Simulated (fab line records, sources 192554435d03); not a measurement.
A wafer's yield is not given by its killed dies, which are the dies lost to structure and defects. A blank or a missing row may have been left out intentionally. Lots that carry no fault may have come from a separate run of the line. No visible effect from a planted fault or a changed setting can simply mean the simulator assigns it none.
fab line records ; flow n5Finfet
record lots=6; wafers=18; lastDay=18
route steps=1938 shown BEOL_M3@999 BEOL_M4@1111 PASSIVATION@1936
lots that met no fault: taken from a fault-free run of the same line
startH: start of the lot's first displayed wafer, in hours after the record's first day ; waitH: how many hours have passed since the lot's step before this one ; " same as the row above ; L1.1+2: several wafers, shown together as one row ; - no value present, or no start provided ; * or withheld: withheld ; < > ~ a bound
route shown NAME@n: names a module that has steps shown in the file, with the first one's number in the route ; usual: mean/standard deviation of fault-free wafers ; same: alike in all rows ; chamber/n: place in a boat ; sites: each site's reading ; _std_site: standard deviation of those values ; _edge_site: inner sites' mean taken away from outer sites' mean ; radiusMm: for every site, how far away it sits from the centre of the wafer ; mask NAME#n: copy n ; behind: the last tool/chamber to shape the wafer ; hold: why the lot was held/for how many hours/how that ended ; device: the transistor (n, p or np) that didn't switch ; end of line: the same wafers' tests at the end of the route ; step lacking rows: just its recipe ; killed: the dies lost at the first sort to structure and to defects; this is not the yield of the wafer ; map: a wafer's dies, x killed, . not, _ none there
set.NAME: the run value of the setting; set.NAME@STEP: its run value at that earlier step ; model.NAME: the simulator's own value behind a step, which no gauge read
a table for each step, a row for each wafer; lots at some steps of the route
services: when a tool's chamber went out of use (startH, in hours from the record's first day, below 0 if earlier), for how many hours, and the reason
## steps
# step N5_BEOL_M3_ANNEAL_82
# recipe tempC=400; timeS=240; ambient=vacuum
# usual heaterPowerW=802/88
# same timeS=240
lot.wafer;tool;chamber;startH;waitH;heaterPowerW
L543.1;pvdSputter-03;-;201.18;0.0;955
L543.5;pvdSputter-03;-;201.18;0.0;942
L543.6;pvdSputter-03;-;201.18;0.0;693
L544.2;pvdSputter-01;-;205.64;0.0;730
L544.3;pvdSputter-01;-;205.64;0.0;801
L544.5;pvdSputter-01;-;205.64;0.0;793
L552.4;pvdSputter-01;-;257.11;0.0;812
L552.5;pvdSputter-01;-;257.11;0.0;855
L552.6;pvdSputter-01;-;257.11;0.0;798
L553.2;pvdSputter-02;-;258.70;0.0;854
L553.3;pvdSputter-02;-;258.70;0.0;787
L553.4;pvdSputter-02;-;258.70;0.0;844
L557.2;pvdSputter-03;-;287.31;0.0;791
L557.3;pvdSputter-03;-;287.31;0.0;691
L557.5;pvdSputter-03;-;287.31;0.0;938
L559.1;pvdSputter-03;-;319.21;0.0;970
L559.3;pvdSputter-03;-;319.21;0.0;777
L559.4;pvdSputter-03;-;319.21;0.0;679
# step N5_BEOL_M3_SPUTTER_86
# recipe material=Cu; targetThkA=45; tempC=-20; chamberPressurePa=0.07; powerW=withheld; timeS=8.29
# usual throttleValvePct=29.7/0.9
# same timeS=8.29
lot.wafer;tool;chamber;startH;waitH;throttleValvePct
L543.1;pvdSputter-03;-;201.32;0.1;29.5
L543.5;pvdSputter-03;-;201.32;0.1;29.6
L543.6;pvdSputter-03;-;201.32;0.1;30.7
L544.2;pvdSputter-01;-;205.78;0.1;29.5
L544.3;pvdSputter-01;-;205.78;0.1;30.9
L544.5;pvdSputter-01;-;205.78;0.1;30.7
L552.4;pvdSputter-01;-;257.25;0.1;28.8
L552.5;pvdSputter-01;-;257.25;0.1;30.2
L552.6;pvdSputter-01;-;257.25;0.1;29.0
L553.2;pvdSputter-02;-;258.84;0.1;30.6
L553.3;pvdSputter-02;-;258.84;0.1;29.0
L553.4;pvdSputter-02;-;258.84;0.1;31.0
L557.2;pvdSputter-03;-;287.45;0.1;30.0
L557.3;pvdSputter-03;-;287.45;0.1;30.9
L557.5;pvdSputter-03;-;287.45;0.1;29.3
L559.1;pvdSputter-03;-;319.35;0.1;29.5
L559.3;pvdSputter-03;-;319.35;0.1;29.9
L559.4;pvdSputter-03;-;319.35;0.1;30.7
# step N5_BEOL_M3_ANNEAL_87
# recipe tempC=400; timeS=240; ambient=vacuum
# usual heaterPowerW=803/88
# same timeS=240
lot.wafer;tool;chamber;startH;waitH;heaterPowerW
L543.1;pvdSputter-03;-;201.40;0.0;967
L543.5;pvdSputter-03;-;201.40;0.0;949
L543.6;pvdSputter-03;-;201.40;0.0;682
L544.2;pvdSputter-01;-;205.86;0.0;725
L544.3;pvdSputter-01;-;205.86;0.0;794
L544.5;pvdSputter-01;-;205.86;0.0;819
L552.4;pvdSputter-01;-;257.33;0.0;814
L552.5;pvdSputter-01;-;257.33;0.0;889
L552.6;pvdSputter-01;-;257.33;0.0;823
L553.2;pvdSputter-02;-;258.92;0.0;857
L553.3;pvdSputter-02;-;258.92;0.0;804
L553.4;pvdSputter-02;-;258.92;0.0;809
L557.2;pvdSputter-03;-;287.53;0.0;787
L557.3;pvdSputter-03;-;287.53;0.0;697
L557.5;pvdSputter-03;-;287.53;0.0;953
L559.1;pvdSputter-03;-;319.43;0.0;951
L559.3;pvdSputter-03;-;319.43;0.0;765
L559.4;pvdSputter-03;-;319.43;0.0;683
# step N5_BEOL_M3_SPUTTER_88
# recipe material=Cu; targetThkA=45; tempC=-20; chamberPressurePa=0.07; powerW=withheld; timeS=8.29
# usual throttleValvePct=29.8/0.88
# same timeS=8.29
lot.wafer;tool;chamber;startH;waitH;throttleValvePct
L543.1;pvdSputter-03;-;201.54;0.1;29.4
L543.5;pvdSputter-03;-;201.54;0.1;29.6
L543.6;pvdSputter-03;-;201.54;0.1;30.8
L544.2;pvdSputter-01;-;206.00;0.1;29.6
L544.3;pvdSputter-01;-;206.00;0.1;30.5
L544.5;pvdSputter-01;-;206.00;0.1;30.9
L552.4;pvdSputter-01;-;257.47;0.1;29.0
L552.5;pvdSputter-01;-;257.47;0.1;30.2
L552.6;pvdSputter-01;-;257.47;0.1;29.1
L553.2;pvdSputter-02;-;259.06;0.1;30.5
L553.3;pvdSputter-02;-;259.06;0.1;29.1
L553.4;pvdSputter-02;-;259.06;0.1;31.0
L557.2;pvdSputter-03;-;287.67;0.1;30.1
L557.3;pvdSputter-03;-;287.67;0.1;30.9
L557.5;pvdSputter-03;-;287.67;0.1;29.4
L559.1;pvdSputter-03;-;319.57;0.1;29.4
L559.3;pvdSputter-03;-;319.57;0.1;30.1
L559.4;pvdSputter-03;-;319.57;0.1;30.8
# step N5_BEOL_M3_ANNEAL_89
# recipe tempC=400; timeS=240; ambient=vacuum
# step N5_BEOL_M3_SPUTTER_90
# recipe material=Cu; targetThkA=45; tempC=-20; chamberPressurePa=0.07; powerW=withheld; timeS=8.29
# step N5_BEOL_M3_ANNEAL_91
# recipe tempC=400; timeS=240; ambient=vacuum
# usual heaterPowerW=805/88
# same timeS=240
lot.wafer;tool;chamber;startH;waitH;heaterPowerW
L543.1;pvdSputter-03;-;201.84;0.0;952
L543.5;pvdSputter-03;-;201.84;0.0;947
L543.6;pvdSputter-03;-;201.84;0.0;696
L544.2;pvdSputter-01;-;206.30;0.0;721
L544.3;pvdSputter-01;-;206.30;0.0;804
L544.5;pvdSputter-01;-;206.30;0.0;793
L552.4;pvdSputter-01;-;257.77;0.0;841
L552.5;pvdSputter-01;-;257.77;0.0;865
L552.6;pvdSputter-01;-;257.77;0.0;800
L553.2;pvdSputter-02;-;259.36;0.0;853
L553.3;pvdSputter-02;-;259.36;0.0;816
L553.4;pvdSputter-02;-;259.36;0.0;857
L557.2;pvdSputter-03;-;287.97;0.0;750
L557.3;pvdSputter-03;-;287.97;0.0;689
L557.5;pvdSputter-03;-;287.97;0.0;951
L559.1;pvdSputter-03;-;319.87;0.0;966
L559.3;pvdSputter-03;-;319.87;0.0;783
L559.4;pvdSputter-03;-;319.87;0.0;698
# step N5_BEOL_M3_SPUTTER_92
# recipe material=Cu; targetThkA=45; tempC=-20; chamberPressurePa=0.07; powerW=withheld; timeS=8.29
# step N5_BEOL_M3_ANNEAL_93
# recipe tempC=400; timeS=240; ambient=vacuum
# step N5_BEOL_M3_SPUTTER_94
# recipe material=Cu; targetThkA=45; tempC=-20; chamberPressurePa=0.07; powerW=withheld; timeS=8.29
# step N5_BEOL_M3_ANNEAL_95
# recipe tempC=400; timeS=240; ambient=vacuum
# step N5_BEOL_M3_SPUTTER_96
# recipe material=Cu; targetThkA=45; tempC=-20; chamberPressurePa=0.07; powerW=withheld; timeS=8.29
# step N5_BEOL_M3_ECD_50
# recipe material=Cu; targetThkA=3000
lot.wafer;tool;chamber;startH;waitH
L543.1+5+6;ecdCu-02;1,0,1;202.54;0.1
L544.2+3+5;ecdCu-02;0,0,1;206.99;0.1
L552.4+5+6;ecdCu-02;1,0,1;258.49;0.1
L553.2+3+4;ecdCu-02;1,1,0;260.06;0.1
L557.2+3+5;ecdCu-01;0,1,0;288.67;0.1
L559.1+3+4;ecdCu-02;1,0,1;320.57;0.1
# step N5_BEOL_M3_ANNEAL_51
# recipe tempC=225; timeS=90; ambient=N2
# step N5_BEOL_M3_CMP_52
# recipe stopOn=SiOC; tOverpolishS=6.8; downForcePsi=1; platenRpm=50; clearingPlatenDownForcePsi=1.5; clearingPlatenRpm=50; postCmpClean=cuAlkaline; targetThkNm=40; clearingPlatenPadVelocityMS=0.99484; padVelocityMS=0.99484
# usual headPressurePsi=0.9998/0.0022; motorCurrentA=6.1/0.64; retainingRingPressureFrac=1.001/0.0054; timeToEndpointS=64/3.1
lot.wafer;tool;chamber;startH;waitH;headPressurePsi;motorCurrentA;retainingRingPressureFrac;timeToEndpointS
L543.1;cmp-01;0;203.07;0.3;1.0012;5.1;0.993;66
L543.5;cmp-01;0;203.07;0.3;1.0030;5.2;1.005;67
L543.6;cmp-01;1;203.07;0.3;0.9984;5.3;1.012;59
L544.2;cmp-03;0;207.44;0.3;1.0007;7.2;0.998;61
L544.3;cmp-03;1;207.44;0.3;0.9997;5.8;0.995;58
L544.5;cmp-03;2;207.44;0.3;0.9997;5.9;0.995;63
L552.4;cmp-01;1;258.85;0.1;1.0007;5.0;1.003;0
L552.5;cmp-01;1;258.85;0.1;1.0009;4.8;1.001;0
L552.6;cmp-01;2;258.85;0.1;1.0045;6.4;1.001;0
L553.4;cmp-01;2;260.46;0.1;0.9995;6.1;1.001;6
L553.3;cmp-01;3;260.46;0.1;1.0015;7.2;1.008;3
L553.2;cmp-01;1;260.46;0.1;0.9983;4.9;1.006;1
L557.3;cmp-01;2;289.33;0.3;0.9971;6.6;1.003;61
L557.2;cmp-01;0;289.33;0.3;1.0005;5.4;1.000;70
L557.5;cmp-01;3;289.33;0.3;1.0012;6.8;0.997;65
L559.4;cmp-04;1;320.97;0.1;0.9987;6.6;1.002;59
L559.3;cmp-04;3;320.97;0.1;1.0036;6.2;1.007;58
L559.1;cmp-04;0;320.97;0.1;0.9996;5.6;0.997;57
# step N5_BEOL_M4_RC_MEAS_101
# usual DIBL_N=37.4/2.1; DIBL_P=37.8/2.5; IOFF_N=0.19/0.045; IOFF_P=0.24/0.05; ION_N=682/16; ION_P=467/11; SS_N=71.9/0.67; SS_P=73.6/0.76; VT_N=247/3.6; VT_P=-248/3.6
lot.wafer;tool;chamber;startH;waitH;DIBL_N[mV/V];DIBL_P[mV/V];IOFF_N[nA/um];IOFF_P[nA/um];ION_N[uA/um];ION_P[uA/um];SS_N[mV/dec];SS_P[mV/dec];VT_N[mV];VT_P[mV]
L543.1;prober-02;0;215.75;0.0;37.4;38.3;0.19;0.21;698;467;71.8;73.7;245;-254
L543.5;prober-02;0;215.75;0.0;38.6;39.7;0.21;0.24;699;467;72.4;74.1;245;-252
L543.6;prober-02;0;215.75;0.0;34.8;35.4;0.15;0.18;701;475;71.5;73.5;248;-255
L544.2;prober-01;0;217.81;0.2;40.1;40.0;0.25;0.29;682;461;72.8;74.2;244;-242
L544.3;prober-01;0;217.81;0.2;37.8;38.8;0.20;0.29;706;489;72.2;73.7;246;-242
L544.5;prober-01;0;217.81;0.2;39.9;40.3;0.26;0.32;705;475;72.5;74.4;244;-244
L557.2;prober-02;0;299.78;0.2;37.0;39.7;0.20;0.29;682;475;71.6;73.8;243;-244
L557.3;prober-02;0;299.78;0.2;34.8;35.6;0.14;0.20;678;472;71.7;73.1;252;-251
L557.5;prober-02;0;299.78;0.2;35.6;37.0;0.16;0.22;698;480;71.1;73.0;247;-248
L559.1;prober-02;0;329.94;0.0;39.5;39.0;0.24;0.27;690;469;73.6;73.9;246;-248
L559.3;prober-02;0;329.94;0.0;34.4;33.8;0.12;0.18;667;463;71.6;72.9;252;-249
L559.4;prober-02;0;329.94;0.0;37.3;38.7;0.20;0.29;689;480;72.7;74.2;243;-243
# step N5_PASSIVATION_PROBE_49
# usual defectLimitedYield=90.9/1.6; killed_at_M0_to_M3=34/10; killed_at_M4_up=13/5.4; killedAtContacts=13/6; killedAtFrontEnd=42/13; killedAtOther=4/3.2; killedDies=107/18; killedOnRim=14/4.2; killedOpen=69/14; killedShort=35/7.7; sort_bin_4_leakage=0.02/0.17; sort_bin_5_function=5.3/1; sort_bin_6_memory=3.3/0.75; sortNPass=1073/19; sortYieldPct=90.9/1.6
# same grossDies=1180; killedAtBackSide=0; sort_bin_8_speed[%]=0
lot.wafer;tool;chamber;startH;waitH;defectLimitedYield[%];killed_at_M0_to_M3;killed_at_M4_up;killedAtContacts;killedAtFrontEnd;killedAtOther;killedDies;killedOnRim;killedOpen;killedShort;sort_bin_4_leakage[%];sort_bin_5_function[%];sort_bin_6_memory[%];sortNPass;sortYieldPct[%]
L543.1;prober-02;-;315.58;0.0;91.2;36;13;15;40;0;104;12;71;29;0;6.0;2.6;1076;91.2
L543.5;prober-02;-;315.78;0.2;90.8;29;7;15;55;3;109;17;77;30;0;6.1;3.0;1071;90.8
L543.6;prober-02;-;315.83;0.3;90.7;28;4;13;64;1;110;17;76;29;0;6.4;2.5;1070;90.7
L552.4;prober-02;-;374.81;0.2;0;1086;23;7;61;3;1180;152;88;34;0;95.7;4.1;0;0
L552.5;prober-02;-;374.86;0.2;0;1097;10;13;58;2;1180;152;96;32;0;95.1;4.8;0;0
L552.6;prober-02;-;374.91;0.3;0;1103;13;8;47;9;1180;152;88;33;0;96.3;3.3;0;0
L553.2;prober-01;-;388.65;0.1;0;1123;14;13;25;5;1180;152;64;34;0;96.7;3.1;0;0
L553.3;prober-01;-;388.70;0.1;0;1120;24;8;26;2;1180;152;77;23;0;96.4;3.3;0;0
L553.4;prober-01;-;388.75;0.2;0;1121;17;9;25;8;1180;152;66;41;0;96.1;3.7;0;0
# killed by level:class
L543.1 STI_FIN_REVEAL:geometricParticle:open=16 MOL_CONTACT_COAG:geometricParticle:open=12 BEOL_M0_SAQP:geometricParticle:open=12 BEOL_M1:geometricParticle:open=7 FIN_SAQP:geometricParticle:short=5 BEOL_M4:geometricParticle:open=5 BEOL_M0_SAQP:geometricParticle:short=5 DUMMY_GATE:geometricParticle:open=4
L543.5 FIN_SAQP:geometricParticle:open=15 STI_FIN_REVEAL:geometricParticle:open=12 MOL_CONTACT_COAG:geometricParticle:open=11 FIN_SAQP:geometricParticle:short=9 BEOL_M2:geometricParticle:open=8 DUMMY_GATE:geometricParticle:open=6 BEOL_M1:geometricParticle:open=6 MOL_CONTACT_COAG:geometricParticle:short=4
L543.6 STI_FIN_REVEAL:geometricParticle:open=16 FIN_SAQP:geometricParticle:open=14 DUMMY_GATE:geometricParticle:open=8 FIN_SAQP:geometricParticle:short=7 MOL_CONTACT_COAG:geometricParticle:open=7 BEOL_M3:geometricParticle:open=7 MOL_CONTACT_COAG:geometricParticle:short=6 BEOL_M1:geometricParticle:open=6
L552.4 BEOL_M3:areaEcd=1047 STI_FIN_REVEAL:geometricParticle:open=15 BEOL_M4:geometricParticle:open=13 FIN_CUT:areaEtch=10 BEOL_M3:geometricParticle:open=9 BEOL_M0_SAQP:geometricParticle:open=8 BEOL_M0_SAQP:geometricParticle:short=7 BEOL_M1:geometricParticle:open=7
L552.5 BEOL_M3:areaEcd=1052 FIN_SAQP:geometricParticle:open=18 STI_FIN_REVEAL:geometricParticle:open=17 BEOL_M2:geometricParticle:open=15 BEOL_M3:geometricParticle:open=10 MOL_CONTACT_COAG:geometricParticle:open=10 BEOL_M0_SAQP:geometricParticle:short=7 DUMMY_GATE:geometricParticle:open=5
L552.6 BEOL_M3:areaEcd=1059 BEOL_M3:geometricParticle:open=15 STI_FIN_REVEAL:geometricParticle:open=12 BEOL_M0_SAQP:geometricParticle:short=7 BEOL_M0_SAQP:geometricParticle:open=7 BEOL_M2:geometricParticle:open=6 FIN_SAQP:geometricParticle:open=5 DUMMY_GATE:geometricParticle:open=5
L553.2 BEOL_M3:areaEcd=1081 BEOL_M0_SAQP:geometricParticle:open=14 BEOL_M0_SAQP:geometricParticle:short=12 STI_FIN_REVEAL:geometricParticle:open=9 MOL_CONTACT_COAG:geometricParticle:open=7 BEOL_M4:geometricParticle:open=7 MOL_CONTACT_COAG:geometricParticle:short=6 BEOL_M2:geometricParticle:open=6
L553.3 BEOL_M3:areaEcd=1077 BEOL_M4:geometricParticle:open=20 BEOL_M0_SAQP:geometricParticle:open=11 BEOL_M0_SAQP:geometricParticle:short=8 BEOL_M2:geometricParticle:open=7 FIN_SAQP:geometricParticle:open=6 MOL_CONTACT_COAG:geometricParticle:open=6 BEOL_M3:geometricParticle:open=6
L553.4 BEOL_M3:areaEcd=1072 BEOL_M0_SAQP:geometricParticle:open=15 BEOL_M0_SAQP:geometricParticle:short=11 BEOL_M1:geometricParticle:open=9 GATE_CUT:geometricParticle:short=7 BEOL_M4:geometricParticle:open=7 PAD_METAL:geometricParticle:short=6 DUMMY_GATE:geometricParticle:open=5
# map L552.4 (x killed, . not)
_________________xxxxxxxxxxxx________________
______________xxxxxxxxxxxxxxxxxx_____________
___________xxxxxxxxxxxxxxxxxxxxxxxx__________
__________xxxxxxxxxxxxxxxxxxxxxxxxxx_________
________xxxxxxxxxxxxxxxxxxxxxxxxxxxxxx_______
_______xxxxxxxxxxxxxxxxxxxxxxxxxxxxxxxx______
______xxxxxxxxxxxxxxxxxxxxxxxxxxxxxxxxxx_____
_____xxxxxxxxxxxxxxxxxxxxxxxxxxxxxxxxxxxx____
____xxxxxxxxxxxxxxxxxxxxxxxxxxxxxxxxxxxxxx___
___xxxxxxxxxxxxxxxxxxxxxxxxxxxxxxxxxxxxxxxx__
___xxxxxxxxxxxxxxxxxxxxxxxxxxxxxxxxxxxxxxxx__
__xxxxxxxxxxxxxxxxxxxxxxxxxxxxxxxxxxxxxxxxxx_
__xxxxxxxxxxxxxxxxxxxxxxxxxxxxxxxxxxxxxxxxxx_
_xxxxxxxxxxxxxxxxxxxxxxxxxxxxxxxxxxxxxxxxxxxx
_xxxxxxxxxxxxxxxxxxxxxxxxxxxxxxxxxxxxxxxxxxxx
_xxxxxxxxxxxxxxxxxxxxxxxxxxxxxxxxxxxxxxxxxxxx
_xxxxxxxxxxxxxxxxxxxxxxxxxxxxxxxxxxxxxxxxxxxx
_xxxxxxxxxxxxxxxxxxxxxxxxxxxxxxxxxxxxxxxxxxxx
_xxxxxxxxxxxxxxxxxxxxxxxxxxxxxxxxxxxxxxxxxxxx
_xxxxxxxxxxxxxxxxxxxxxxxxxxxxxxxxxxxxxxxxxxxx
_xxxxxxxxxxxxxxxxxxxxxxxxxxxxxxxxxxxxxxxxxxxx
__xxxxxxxxxxxxxxxxxxxxxxxxxxxxxxxxxxxxxxxxxx_
__xxxxxxxxxxxxxxxxxxxxxxxxxxxxxxxxxxxxxxxxxx_
___xxxxxxxxxxxxxxxxxxxxxxxxxxxxxxxxxxxxxxxx__
___xxxxxxxxxxxxxxxxxxxxxxxxxxxxxxxxxxxxxxxx__
____xxxxxxxxxxxxxxxxxxxxxxxxxxxxxxxxxxxxxx___
_____xxxxxxxxxxxxxxxxxxxxxxxxxxxxxxxxxxxx____
______xxxxxxxxxxxxxxxxxxxxxxxxxxxxxxxxxx_____
_______xxxxxxxxxxxxxxxxxxxxxxxxxxxxxxxx______
________xxxxxxxxxxxxxxxxxxxxxxxxxxxxxx_______
__________xxxxxxxxxxxxxxxxxxxxxxxxxx_________
___________xxxxxxxxxxxxxxxxxxxxxxxx__________
______________xxxxxxxxxxxxxxxxxx_____________
_________________xxxxxxxxxxxx________________
# map L553.2 (x killed, . not)
_________________xxxxxxxxxxxx________________
______________xxxxxxxxxxxxxxxxxx_____________
___________xxxxxxxxxxxxxxxxxxxxxxxx__________
__________xxxxxxxxxxxxxxxxxxxxxxxxxx_________
________xxxxxxxxxxxxxxxxxxxxxxxxxxxxxx_______
_______xxxxxxxxxxxxxxxxxxxxxxxxxxxxxxxx______
______xxxxxxxxxxxxxxxxxxxxxxxxxxxxxxxxxx_____
_____xxxxxxxxxxxxxxxxxxxxxxxxxxxxxxxxxxxx____
____xxxxxxxxxxxxxxxxxxxxxxxxxxxxxxxxxxxxxx___
___xxxxxxxxxxxxxxxxxxxxxxxxxxxxxxxxxxxxxxxx__
___xxxxxxxxxxxxxxxxxxxxxxxxxxxxxxxxxxxxxxxx__
__xxxxxxxxxxxxxxxxxxxxxxxxxxxxxxxxxxxxxxxxxx_
__xxxxxxxxxxxxxxxxxxxxxxxxxxxxxxxxxxxxxxxxxx_
_xxxxxxxxxxxxxxxxxxxxxxxxxxxxxxxxxxxxxxxxxxxx
_xxxxxxxxxxxxxxxxxxxxxxxxxxxxxxxxxxxxxxxxxxxx
_xxxxxxxxxxxxxxxxxxxxxxxxxxxxxxxxxxxxxxxxxxxx
_xxxxxxxxxxxxxxxxxxxxxxxxxxxxxxxxxxxxxxxxxxxx
_xxxxxxxxxxxxxxxxxxxxxxxxxxxxxxxxxxxxxxxxxxxx
_xxxxxxxxxxxxxxxxxxxxxxxxxxxxxxxxxxxxxxxxxxxx
_xxxxxxxxxxxxxxxxxxxxxxxxxxxxxxxxxxxxxxxxxxxx
_xxxxxxxxxxxxxxxxxxxxxxxxxxxxxxxxxxxxxxxxxxxx
__xxxxxxxxxxxxxxxxxxxxxxxxxxxxxxxxxxxxxxxxxx_
__xxxxxxxxxxxxxxxxxxxxxxxxxxxxxxxxxxxxxxxxxx_
___xxxxxxxxxxxxxxxxxxxxxxxxxxxxxxxxxxxxxxxx__
___xxxxxxxxxxxxxxxxxxxxxxxxxxxxxxxxxxxxxxxx__
____xxxxxxxxxxxxxxxxxxxxxxxxxxxxxxxxxxxxxx___
_____xxxxxxxxxxxxxxxxxxxxxxxxxxxxxxxxxxxx____
______xxxxxxxxxxxxxxxxxxxxxxxxxxxxxxxxxx_____
_______xxxxxxxxxxxxxxxxxxxxxxxxxxxxxxxx______
________xxxxxxxxxxxxxxxxxxxxxxxxxxxxxx_______
__________xxxxxxxxxxxxxxxxxxxxxxxxxx_________
___________xxxxxxxxxxxxxxxxxxxxxxxx__________
______________xxxxxxxxxxxxxxxxxx_____________
_________________xxxxxxxxxxxx________________
## services
tool;chamber;startH;hours;kind
cmp-01;-;195.35;3.5;repair
cmp-04;-;199.06;17.2;pm
ecdCu-01;-;221.68;0.9;repair
cmp-04;-;224.79;1.5;repair
cmp-01;-;228.23;0.9;repair
cmp-01;-;230.09;1.5;repair
ecdCu-01;-;251.17;2.8;repair
cmp-03;-;251.27;4.0;pm
cmp-03;-;255.27;-;consumableReplace:conditioner
cmp-03;-;255.27;-;consumableReplace:pad
cmp-01;-;259.16;1.2;repair
cmp-04;-;263.30;0.7;repair
cmp-03;-;272.64;0.3;repair
cmp-01;-;281.15;0.8;repair
cmp-04;-;285.55;4.0;pm
cmp-04;-;289.55;-;consumableReplace:conditioner
cmp-04;-;289.55;-;consumableReplace:pad
ecdCu-01;-;296.10;65.9;repair
pvdSputter-02;-;305.99;6.3;repair
## key
firstSign step=N5_BEOL_M3_CMP_52; reading=timeToEndpointS; direction=down; sigmas=20; usual=*; struck=*
effect step=N5_PASSIVATION_PROBE_49; reading=killed_at_M0_to_M3; direction=up; sigmas=99+; usual=34; struck=1108
moreKillsBornAt N5_BEOL_M3_ECD_50@ecdCu-02=6387
metAt N5_BEOL_M3_ECD_50
struckWafers L552.4,L552.5,L552.6,L553.2,L553.3,L553.4
laterRowsLeftOut L552.4,L552.5,L552.6,L553.2,L553.3,L553.4
baselineLoss step=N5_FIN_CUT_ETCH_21; wafers=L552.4
onsetBetween 206.99 258.49
fault kind=skippedStepWhole; tool=ecdCu-02; chamber=-; onsetH=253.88; steps=N5_BEOL_M3_ECD_50; scope=struckLotsOnly
# laterRowsLeftOut: the simulator's readings of these wafers behind a module that went badly wrong aren't trusted and aren't shown, but for the sort
# baselineLoss: these wafers lose ten dies or more at that step, a loss of the line's own and not of a fault; the sort's usual values leave them out
